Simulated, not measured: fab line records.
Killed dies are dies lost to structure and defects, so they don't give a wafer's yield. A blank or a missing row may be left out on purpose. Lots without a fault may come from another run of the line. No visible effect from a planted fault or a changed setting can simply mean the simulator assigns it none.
Chamber matching / flow n5_finfet / 4 sister chambers for N5_BEOL_M1_ALD_84 on ald_metal-04
The step deposits TaN, pulse time 2 s, purge time 3 s, co reactant purge time 2 s. 22 wafers are shown with their chamber, then 11 later ones without.

## WAFERS, EACH WITH ITS CHAMBER
wafer=L076.3; chamber=1; heater_power_w (W)=550; heater_power_outer_w (W)=300
wafer=L076.4; chamber=3; heater_power_w (W)=371; heater_power_outer_w (W)=199
wafer=L076.6; chamber=0; heater_power_w (W)=389; heater_power_outer_w (W)=242
wafer=L078.1; chamber=0; heater_power_w (W)=395; heater_power_outer_w (W)=244
wafer=L078.3; chamber=1; heater_power_w (W)=562; heater_power_outer_w (W)=294
wafer=L078.5; chamber=2; heater_power_w (W)=474; heater_power_outer_w (W)=238
wafer=L081.1; chamber=0; heater_power_w (W)=409; heater_power_outer_w (W)=246
wafer=L081.2; chamber=2; heater_power_w (W)=475; heater_power_outer_w (W)=233
wafer=L081.3; chamber=1; heater_power_w (W)=553; heater_power_outer_w (W)=295
wafer=L082.2; chamber=0; heater_power_w (W)=403; heater_power_outer_w (W)=242
wafer=L082.4; chamber=3; heater_power_w (W)=377; heater_power_outer_w (W)=195
wafer=L082.6; chamber=1; heater_power_w (W)=550; heater_power_outer_w (W)=290
wafer=L084.3; chamber=3; heater_power_w (W)=364; heater_power_outer_w (W)=196
wafer=L084.4; chamber=2; heater_power_w (W)=464; heater_power_outer_w (W)=242
wafer=L084.5; chamber=1; heater_power_w (W)=565; heater_power_outer_w (W)=301
wafer=L086.2; chamber=1; heater_power_w (W)=560; heater_power_outer_w (W)=297
wafer=L086.3; chamber=3; heater_power_w (W)=376; heater_power_outer_w (W)=189
wafer=L086.5; chamber=0; heater_power_w (W)=403; heater_power_outer_w (W)=247
wafer=L087.2; chamber=2; heater_power_w (W)=473; heater_power_outer_w (W)=234
wafer=L087.3; chamber=3; heater_power_w (W)=367; heater_power_outer_w (W)=196
wafer=L087.4; chamber=1; heater_power_w (W)=560; heater_power_outer_w (W)=293
wafer=L089.4; chamber=3; heater_power_w (W)=369; heater_power_outer_w (W)=198

SIGNATURES (means of the wafers above)
reading=heater_power_w; chamber 0=399.80; chamber 1=557.14; chamber 2=471.50; chamber 3=370.67; scatter within a chamber=6.11
reading=heater_power_outer_w; chamber 0=244.20; chamber 1=295.71; chamber 2=236.75; chamber 3=195.50; scatter within a chamber=3.53
Rule: distance of a wafer from a chamber = root of the sum over the readings of ((wafer's reading minus chamber's mean) / reading's scatter) squared. The wafer belongs to the nearest chamber; if the next one is less than 2 further off, it can't be placed. The scatter: take each reading less its chamber's mean, square it, sum over the shown wafers, divide by the number of wafers less the number of chambers, and take the root.

## WAFERS MISSING THEIR CHAMBER
wafer=L089.5; heater_power_w (W)=555; heater_power_outer_w (W)=299
wafer=L089.6; heater_power_w (W)=406; heater_power_outer_w (W)=245
wafer=L092.1; heater_power_w (W)=374; heater_power_outer_w (W)=202
wafer=L092.2; heater_power_w (W)=386; heater_power_outer_w (W)=242
wafer=L092.3; heater_power_w (W)=560; heater_power_outer_w (W)=294
wafer=L094.2; heater_power_w (W)=402; heater_power_outer_w (W)=247
wafer=L094.4; heater_power_w (W)=568; heater_power_outer_w (W)=300
wafer=L094.5; heater_power_w (W)=553; heater_power_outer_w (W)=296
wafer=L096.2; heater_power_w (W)=565; heater_power_outer_w (W)=299
wafer=L096.3; heater_power_w (W)=397; heater_power_outer_w (W)=244
wafer=L096.4; heater_power_w (W)=379; heater_power_outer_w (W)=189

## CHAMBER TAKEN BY EACH
wafer=L089.5; from the rows above=1; in truth=1
wafer=L089.6; from the rows above=0; in truth=0
wafer=L092.1; from the rows above=3; in truth=3
wafer=L092.2; from the rows above=0; in truth=0
wafer=L092.3; from the rows above=1; in truth=1
wafer=L094.2; from the rows above=0; in truth=0
wafer=L094.4; from the rows above=1; in truth=1
wafer=L094.5; from the rows above=1; in truth=1
wafer=L096.2; from the rows above=1; in truth=1
wafer=L096.3; from the rows above=0; in truth=0
wafer=L096.4; from the rows above=3; in truth=3
11 of 11 placed correctly. Not placeable from these rows: 0. Number placed wrongly: 0.
